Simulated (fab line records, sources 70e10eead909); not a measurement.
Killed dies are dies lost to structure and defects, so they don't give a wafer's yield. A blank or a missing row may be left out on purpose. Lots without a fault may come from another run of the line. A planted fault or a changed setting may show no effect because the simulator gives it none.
fab line records | flow nand_harc | part 1 of 2: steps 1 to 3 of 6
record lots=22 wafers=66 last_day=34
route steps=1302 shown P_ZERO_WELL@17 P_GATE@144 P_CONTACT@241
lots that met no fault: from a run of the same line without faults
start_h: hours from the record's first day to the start of the lot's first wafer shown | wait_h: hours since the lot's step before | " the same as in the row above | L1.1+2: a row that stands for several wafers | - no value, or no start given | * or withheld: withheld | < > ~ a bound
route shown NAME@n: a module of which the file shows steps, and the number in the route of the first | usual: mean/standard deviation of fault-free wafers | same: alike in all rows | chamber/n: place in a boat | sites: the reading at each site | _std_site: their standard deviation | _edge_site: outer sites' mean less inner sites' | radius_mm: how far each site lies from the wafer's centre | mask NAME#n: copy n | behind: the tool/chamber that last shaped the wafer | hold: why the lot was held/for how many hours/how that ended | device: the transistor (n, p or np) that didn't switch | end of line: the same wafers' tests at the end of the route | a step without rows: its recipe alone | killed: dies lost to structure and defects at the first sort, not the wafer's yield | map: a wafer's dies, x killed, . not, _ none there
set.NAME: the setting as run; set.NAME@STEP: as run at that earlier step | model.NAME: the simulator's own value behind a step, which no gauge read
steps of the route over a sample of lots; a table a step, a row a wafer
services: from which hour (start_h, from the record's first day; less than 0 if before it) a tool's chamber was out of use, for how many hours, and why
## steps
# step NHARC_P_ZERO_WELL_ETCH_65
# recipe target_depth_a=800 overetch_a=240 time_s=87.88 ion_energy_ev=200 n2_flow_sccm=150 h2_flow_sccm=150 ar_flow_sccm=0 rf_w=400 bias_w=150 chemistry=N2/H2
# usual drypump_motor_current_A=5.6/0.38 oes_product_au=0.998/0.012 rf_fwd_power_W=396.8/1.5 rf_vpp_V=432/3 showerhead_plenum_p_Torr=2.08/0.11 throttle_valve_pct=14.170/0.0091
# columns lot.wafer tool chamber start_h wait_h drypump_motor_current_A oes_product_au rf_fwd_power_W rf_hours_counter_h rf_vpp_V showerhead_plenum_p_Torr throttle_valve_pct
L074.1 rie_diel-13 3 21.68 0.1 5.2 0.995 397.6 6 433 2.17 14.177
L074.2 " 0 " " 6.3 1.006 396.6 7 429 1.95 14.153
L074.5 " 3 " " 5.2 1.007 397.8 - 433 2.17 14.149
L075.1 rie_diel-02 1 31.61 0.3 5.3 1.000 394.8 48 434 2.13 14.172
L075.3 " 2 " " 5.9 1.000 397.8 51 428 1.97 14.169
L075.4 " 3 " " 5.3 0.982 396.2 54 425 1.87 14.173
L076.2 rie_diel-13 1 41.38 0.1 6.2 1.004 398.5 18 435 2.21 14.155
L076.5 " 2 " " 5.5 0.986 395.8 - 436 2.21 14.167
L076.6 " 3 " " 5.2 1.026 395.1 - 434 2.17 14.166
L078.4 rie_diel-01 3 61.54 0.1 5.1 0.982 398.6 6 432 2.13 14.170
L078.3 " 0 " " 6.2 1.016 399.2 7 429 1.99 14.179
L078.6 " 3 " " 5.1 0.979 396.7 - 433 2.13 14.177
L079.2 rie_diel-02 2 71.51 0.1 5.9 0.997 394.6 7 430 1.97 14.162
L079.1 " 3 " " 5.2 0.988 398.2 9 436 2.22 14.174
L079.6 " 2 " " 6.0 1.008 395.5 - 428 1.97 14.166
L080.4 rie_diel-01 0 81.37 0.1 6.2 0.996 396.1 11 428 1.99 14.174
L080.1 " 2 " " 5.6 0.995 399.3 13 430 2.00 14.186
L080.6 " 3 " " 5.1 0.983 397.2 - 434 2.13 14.165
L081.4 rie_diel-13 3 91.49 0.1 5.2 1.015 393.8 35 434 2.16 14.166
L081.1 " 1 " " 6.1 0.978 397.4 32 435 2.21 14.181
L081.6 " 2 " " 5.5 0.980 396.4 - 436 2.20 14.184
L082.2 rie_diel-02 2 101.50 0.1 6.0 0.973 396.4 18 428 1.97 14.164
L082.1 " 3 " " 5.3 0.993 397.7 22 435 2.21 14.176
L082.4 " 3 " " 5.3 0.974 399.1 - 434 2.21 14.167
L083.2 rie_diel-13 1 111.48 0.1 6.1 0.986 397.6 32 435 2.21 14.157
L083.4 " 2 " " 5.5 0.984 395.6 38 437 2.20 14.162
L083.5 " 2 " " 5.5 1.005 395.9 - 435 2.20 14.164
L085.1 rie_diel-13 0 131.50 0.1 6.3 0.996 397.0 47 427 1.93 14.174
L085.6 " 3 " " 5.1 1.024 394.1 - 433 2.16 14.181
L085.5 " 0 " " 6.3 0.998 397.2 - 428 1.93 14.153
L086.4 rie_diel-13 1 141.79 0.1 6.1 0.998 395.4 42 433 2.20 14.172
L086.2 " 3 " " 5.2 1.014 394.7 46 434 2.16 14.165
L086.1 " 0 " " 6.3 1.003 396.4 51 427 1.93 14.161
L087.2 rie_diel-13 3 151.48 0.1 5.2 1.013 396.6 51 434 2.16 14.176
L087.6 " 0 " " 6.3 1.010 397.3 - 427 1.93 14.159
L087.4 " 1 " " 6.1 0.997 398.4 - 435 2.20 14.164
L088.4 rie_diel-02 0 161.47 0.1 5.6 0.995 395.3 38 427 1.94 14.170
L088.1 " 1 " " 5.3 0.997 395.9 23 433 2.12 14.175
L088.3 " 3 " " 5.3 0.997 399.6 38 435 2.20 14.173
L089.4 rie_diel-01 1 171.55 0.1 5.6 0.981 395.8 47 432 2.09 14.158
L089.3 " 3 " " 5.1 0.977 395.9 44 435 2.12 14.171
L089.5 " 1 " " 5.6 0.996 396.2 - 432 2.09 14.163
L090.4 rie_diel-01 3 181.48 0.1 5.2 0.991 399.1 48 432 2.12 14.166
L090.1 " 2 " " 5.7 0.993 399.4 42 430 2.00 14.166
L090.6 " 3 " " 5.2 0.971 396.7 - 433 2.12 14.175
L091.3 rie_diel-02 1 191.53 0.1 5.4 1.013 395.4 38 433 2.11 14.173
L091.6 " 2 " " 5.9 1.008 394.8 - 428 1.96 14.161
L091.5 " 3 " " 5.2 0.998 398.0 - 436 2.20 14.191
L092.1 rie_diel-01 0 201.54 0.1 6.2 1.000 396.1 54 429 1.97 14.180
L092.6 " 1 " " 5.7 0.994 397.7 - 431 2.09 14.168
L092.5 " 2 " " 5.6 0.999 399.5 - 431 1.99 14.168
L093.2 rie_diel-02 1 211.50 0.1 5.3 1.008 395.1 46 432 2.11 14.162
L093.3 " 3 " " 5.3 0.989 397.7 56 433 2.20 14.195
L093.6 " 0 " " 5.6 0.997 398.0 - 428 1.94 14.184
L094.2 rie_diel-13 1 221.66 0.1 6.2 1.007 397.5 12 436 2.19 14.171
L094.6 " 1 " " 6.2 1.008 396.8 - 434 2.20 14.169
L094.5 " 2 " " 5.5 0.988 396.5 - 436 2.19 14.168
L095.3 rie_diel-13 1 231.49 0.1 6.1 1.012 397.7 18 435 2.19 14.156
L095.2 " 2 " " 5.5 0.993 397.1 24 434 2.19 14.170
L095.6 " 1 " " 6.1 1.002 396.4 - 435 2.19 14.159
L096.1 rie_diel-02 2 241.52 0.1 5.9 1.016 396.0 4 427 1.95 14.165
L096.3 " 3 " " 5.3 0.992 398.5 4 434 2.20 14.173
L096.6 " 0 " " 5.6 0.998 399.4 - 428 1.93 14.167
L097.2 rie_diel-01 2 251.64 0.2 5.6 0.990 397.9 11 428 1.99 14.185
L097.5 " 1 " " 5.7 1.027 394.1 - 431 2.08 14.176
L097.6 " 2 " " 5.7 0.993 397.9 - 429 1.99 14.183
# step NHARC_P_ZERO_WELL_ETCH_62
# recipe target_depth_a=130 time_s=6.5 chf3_flow_sccm=50 ar_flow_sccm=200 rf_w=500 bias_w=200 chemistry=CHF3/Ar
# usual drypump_motor_current_A=5.7/0.39 oes_product_au=0.958/0.018 rf_fwd_power_W=488.4/2.1 rf_vpp_V=371.4/2.8 showerhead_plenum_p_Torr=2.38/0.12 throttle_valve_pct=20.216/0.009
# columns lot.wafer tool chamber start_h wait_h drypump_motor_current_A oes_product_au rf_fwd_power_W rf_hours_counter_h rf_vpp_V showerhead_plenum_p_Torr throttle_valve_pct
L074.2 rie_diel-13 1 - - 6.1 0.931 489.4 8 375.0 2.53 20.210
L074.1 " 2 " " 5.5 0.932 485.3 9 374.7 2.53 20.207
L074.5 " 1 " " 6.1 0.921 488.8 - 375.3 2.53 20.215
L075.4 rie_diel-02 1 - - 5.3 0.921 486.9 48 372.8 2.44 20.212
L075.3 " 2 " " 6.0 0.946 487.6 51 368.7 2.27 20.211
L075.1 " 0 " " 5.6 0.938 491.9 52 368.9 2.25 20.215
L076.2 rie_diel-13 3 - - 5.2 0.970 484.6 16 372.9 2.48 20.216
L076.6 " 3 " " 5.2 0.975 486.1 - 372.5 2.48 20.211
L076.5 " 0 " " 6.3 0.974 487.5 - 368.5 2.24 20.217
L078.4 rie_diel-01 3 - - 5.1 0.932 486.9 6 372.8 2.44 20.227
L078.3 " 0 " " 6.1 0.957 490.2 7 370.0 2.29 20.231
L078.6 " 2 " " 5.7 0.953 491.4 - 369.3 2.31 20.222
L079.1 rie_diel-02 2 - - 5.9 0.962 490.0 7 369.1 2.27 20.207
L079.2 " 0 " " 5.6 0.956 490.8 8 367.7 2.25 20.209
L079.6 " 2 " " 5.9 0.957 489.8 - 369.0 2.27 20.221
L080.4 rie_diel-01 1 - - 5.7 0.954 487.8 14 372.9 2.41 20.197
L080.1 " 0 " " 6.2 0.960 489.0 11 370.4 2.29 20.228
L080.6 " 1 " " 5.6 0.948 486.3 - 372.3 2.41 20.231
L081.4 rie_diel-13 0 - - 6.3 0.970 489.5 35 367.4 2.23 20.212
L081.1 " 2 " " 5.4 0.967 485.9 32 374.2 2.52 20.206
L081.6 " 1 " " 6.2 0.961 489.8 - 373.9 2.52 20.218
L082.2 rie_diel-02 0 - - 5.6 0.964 491.4 20 369.0 2.25 20.204
L082.1 " 2 " " 5.9 0.950 483.2 18 367.8 2.26 20.202
L082.4 " 3 " " 5.2 0.952 490.3 - 373.3 2.53 20.226
L083.2 rie_diel-13 1 - - 6.1 0.947 488.9 32 374.6 2.52 20.209
L083.5 " 1 " " 6.1 0.946 489.3 - 376.2 2.52 20.213
L083.4 " 2 " " 5.5 0.963 484.9 - 374.3 2.52 20.203
L085.1 rie_diel-13 3 - - 5.2 0.990 488.7 42 373.5 2.47 20.225
L085.5 " 1 " " 6.2 0.979 489.8 - 374.8 2.52 20.220
L085.6 " 2 " " 5.5 0.977 487.5 - 375.6 2.52 20.222
L086.1 rie_diel-13 2 - - 5.5 0.933 489.3 47 374.1 2.51 20.228
L086.4 " 3 " " 5.2 0.952 485.9 46 373.5 2.47 20.201
L086.2 " 1 " " 6.1 0.959 490.4 42 373.5 2.52 20.230
L087.2 rie_diel-13 1 - - 6.2 0.948 489.2 47 374.4 2.52 20.224
L087.4 " 1 " " 6.2 0.954 488.3 - 375.2 2.52 20.205
L087.6 " 3 " " 5.2 0.993 488.0 - 374.0 2.47 20.219
L088.1 rie_diel-02 1 - - 5.3 0.957 488.2 23 371.4 2.43 20.215
L088.4 " 2 " " 5.9 0.976 488.0 34 367.1 2.26 20.226
L088.3 " 0 " " 5.6 0.960 487.7 38 367.2 2.24 20.208
L089.3 rie_diel-01 1 - - 5.6 0.971 487.2 47 371.5 2.40 20.215
L089.4 " 2 " " 5.7 0.962 492.2 39 369.9 2.30 20.209
L089.5 " 3 " " 5.1 0.949 486.4 - 372.1 2.43 20.225
L090.1 rie_diel-01 2 - - 5.7 0.975 493.3 42 369.5 2.30 20.215
L090.4 " 3 " " 5.1 0.973 487.3 48 371.1 2.43 20.212
L090.6 " 2 " " 5.7 0.969 491.5 - 369.8 2.30 20.223
L091.3 rie_diel-02 2 - - 5.9 0.969 487.2 46 367.4 2.25 20.220
L091.6 " 2 " " 6.0 0.950 486.8 - 368.5 2.25 20.225
L091.5 " 3 " " 5.3 0.949 490.5 - 373.7 2.52 20.222
L092.1 rie_diel-01 1 - - 5.6 0.953 489.0 56 370.7 2.39 20.208
L092.5 " 0 " " 6.2 0.963 488.8 - 370.4 2.27 20.228
L092.6 " 1 " " 5.6 0.951 484.8 - 369.3 2.39 20.220
L093.3 rie_diel-02 1 - - 5.3 0.981 485.3 46 372.1 2.42 20.230
L093.2 " 2 " " 6.0 0.961 488.2 53 368.9 2.25 20.225
L093.6 " 0 " " 5.6 0.962 492.7 - 368.5 2.23 20.232
L094.2 rie_diel-13 2 - - 5.5 0.942 487.7 19 374.6 2.50 20.205
L094.5 " 3 " " 5.2 0.921 485.8 - 372.4 2.46 20.230
L094.6 " 0 " " 6.3 0.915 487.3 - 366.6 2.22 20.217
L095.2 rie_diel-13 3 - - 5.2 0.958 489.1 22 373.1 2.46 20.234
L095.3 " 0 " " 6.3 0.943 488.1 23 367.7 2.21 20.210
L095.6 " 2 " " 5.5 0.970 485.1 - 374.5 2.50 20.215
L096.3 rie_diel-02 3 - - 5.3 0.963 487.9 4 374.5 2.51 20.202
L096.1 " 2 " " 6.0 0.972 487.0 4 370.9 2.25 20.206
L096.6 " 3 " " 5.3 0.943 490.5 - 374.1 2.51 20.228
L097.2 rie_diel-01 3 - - 5.1 0.929 487.0 11 373.3 2.42 20.218
L097.5 " 2 " " 5.7 0.932 491.5 - 369.6 2.29 20.200
L097.6 " 3 " " 5.2 0.928 489.1 - 370.4 2.42 20.212
# step NHARC_P_GATE_DESCUM_31
# recipe time_s=3 o2_flow_sccm=200 ar_flow_sccm=0 bias_power_w=0 chemistry=O2
# usual drypump_motor_current_A=5.8/0.53 oes_product_au=0.993/0.014 rf_vpp_V=57.9/0.82 showerhead_plenum_p_Torr=1.90/0.064 throttle_valve_pct=11.311/0.0086
# columns lot.wafer tool chamber start_h wait_h drypump_motor_current_A oes_product_au rf_hours_counter_h rf_vpp_V showerhead_plenum_p_Torr throttle_valve_pct
L074.2 rie_diel-04 0 100.23 0.1 5.9 0.987 5.5 57.4 1.86 11.302
L074.1 " 3 " " 5.8 0.973 6.6 57.2 1.93 11.306
L074.5 " 1 " " 6.4 0.963 - 58.4 2.03 11.303
L075.1 rie_diel-08 0 104.18 0.1 5.7 0.996 4.2 57.6 1.88 11.311
L075.3 " 1 " " 5.9 0.991 4.0 57.9 1.96 11.320
L075.4 " 2 " " 6.5 0.998 3.4 58.3 1.95 11.321
L076.2 rie_diel-03 0 116.96 0.1 5.0 1.015 0.1 57.8 1.91 11.317
L076.5 " 1 " " 6.1 0.982 - 56.7 1.90 11.324
L076.6 " 2 " " 5.7 1.012 - 56.1 1.83 11.299
L078.3 rie_diel-08 2 136.88 0.1 6.5 1.001 4.1 56.7 1.95 11.319
L078.4 " 3 " " 6.6 1.003 4.4 57.5 1.79 11.319
L078.6 " 1 " " 5.9 0.988 - 58.1 1.95 11.318
L079.1 rie_diel-03 0 151.71 0.1 5.0 1.031 1.5 57.1 1.91 11.310
L079.2 " 2 " " 5.7 1.007 1.8 57.4 1.83 11.316
L079.6 " 3 " " 4.8 0.974 - 57.6 1.87 11.315
L080.4 rie_diel-08 2 152.36 0.1 6.6 1.011 5.5 59.0 1.95 11.313
L080.1 " 0 " " 5.7 0.998 6.8 58.2 1.88 11.312
L080.6 " 1 " " 5.9 0.992 - 58.6 1.95 11.318
L081.4 rie_diel-08 3 166.96 0.1 6.6 1.002 7.6 57.0 1.79 11.317
L081.1 " 1 " " 5.9 0.992 7.4 58.5 1.95 11.298
L081.6 " 0 " " 5.7 0.979 - 59.0 1.88 11.317
L082.1 rie_diel-03 0 172.44 0.1 5.0 1.017 2.5 57.1 1.90 11.299
L082.4 " 2 " " 5.7 1.001 3.1 57.2 1.83 11.325
L082.2 " 3 " " 4.8 0.986 2.4 56.9 1.87 11.311
L083.2 rie_diel-04 1 188.74 0.1 6.4 0.982 0 57.1 2.03 11.311
L083.4 " 2 " " 5.7 0.986 0 58.3 2.03 11.313
L083.5 " 3 " " 5.8 0.981 - 57.6 1.93 11.298
L085.1 rie_diel-08 3 211.08 0.1 6.6 1.001 0.8 57.8 1.79 11.312
L085.5 " 3 " " 6.6 1.010 - 55.9 1.79 11.292
L085.6 " 0 " " 5.7 0.996 - 56.9 1.88 11.303
L086.1 rie_diel-04 0 213.80 0.1 5.8 1.019 1.3 57.4 1.86 11.303
L086.2 " 2 " " 5.6 0.991 1.8 57.8 2.03 11.314
L086.4 " 3 " " 5.8 0.985 1.6 58.6 1.92 11.293
L087.2 rie_diel-03 1 225.52 0.1 6.1 0.979 5.8 57.2 1.90 11.301
L087.4 " 0 " " 5.1 1.026 4.6 58.7 1.90 11.301
L087.6 " 2 " " 5.7 0.998 - 59.7 1.83 11.302
L088.4 rie_diel-08 0 244.03 0.1 5.6 0.999 1.8 56.8 1.88 11.301
L088.1 " 1 " " 5.9 0.990 1.6 58.4 1.95 11.316
L088.3 " 2 " " 6.6 0.997 1.9 57.4 1.95 11.313
L089.3 rie_diel-04 0 244.67 0.1 5.9 1.023 3.0 59.1 1.86 11.313
L089.4 " 1 " " 6.4 1.004 3.1 59.1 2.03 11.322
L089.5 " 0 " " 5.9 1.018 - 58.0 1.86 11.306
L090.1 rie_diel-08 3 255.55 0.1 6.6 0.982 3.2 55.9 1.79 11.297
L090.4 " 0 " " 5.7 0.988 3.0 57.4 1.88 11.328
L090.6 " 2 " " 6.5 0.991 - 57.4 1.95 11.309
L091.3 rie_diel-03 3 260.79 0.1 4.8 0.980 6.2 56.3 1.87 11.301
L091.6 " 2 " " 5.7 1.000 - 57.2 1.83 11.322
L091.5 " 3 " " 4.8 0.981 - 58.2 1.87 11.316
L092.1 rie_diel-08 3 277.65 0.1 6.6 0.983 4.2 57.9 1.79 11.312
L092.5 " 2 " " 6.6 0.992 - 57.5 1.95 11.318
L092.6 " 3 " " 6.6 0.979 - 57.5 1.79 11.309
L093.2 rie_diel-04 3 287.46 0.1 5.8 0.984 5.8 56.9 1.92 11.312
L093.3 " 0 " " 5.9 1.001 6.4 58.9 1.86 11.292
L093.6 " 0 " " 5.9 0.989 - 57.4 1.86 11.310
L094.2 rie_diel-08 0 296.79 0.1 5.6 0.990 5.2 58.5 1.88 11.317
L094.5 " 1 " " 5.9 0.990 - 59.0 1.95 11.317
L094.6 " 2 " " 6.6 0.988 - 58.5 1.95 11.308
L095.3 rie_diel-03 3 303.82 0.1 4.8 0.988 0.2 56.8 1.87 11.310
L095.2 " 0 " " 5.0 0.991 0.2 57.4 1.90 11.307
L095.6 " 3 " " 4.8 0.992 - 57.7 1.87 11.324
L096.3 rie_diel-03 3 317.50 0.1 4.8 0.989 0.6 56.6 1.87 11.305
L096.1 " 0 " " 5.0 0.989 0.6 58.2 1.90 11.313
L096.6 " 0 " " 5.1 0.982 - 59.0 1.90 11.316
L097.2 rie_diel-03 0 332.74 0.1 5.0 1.006 1.1 58.4 1.90 11.310
L097.6 " 0 " " 5.1 1.008 - 58.4 1.90 11.323
L097.5 " 1 " " 6.1 0.978 - 57.7 1.89 11.302
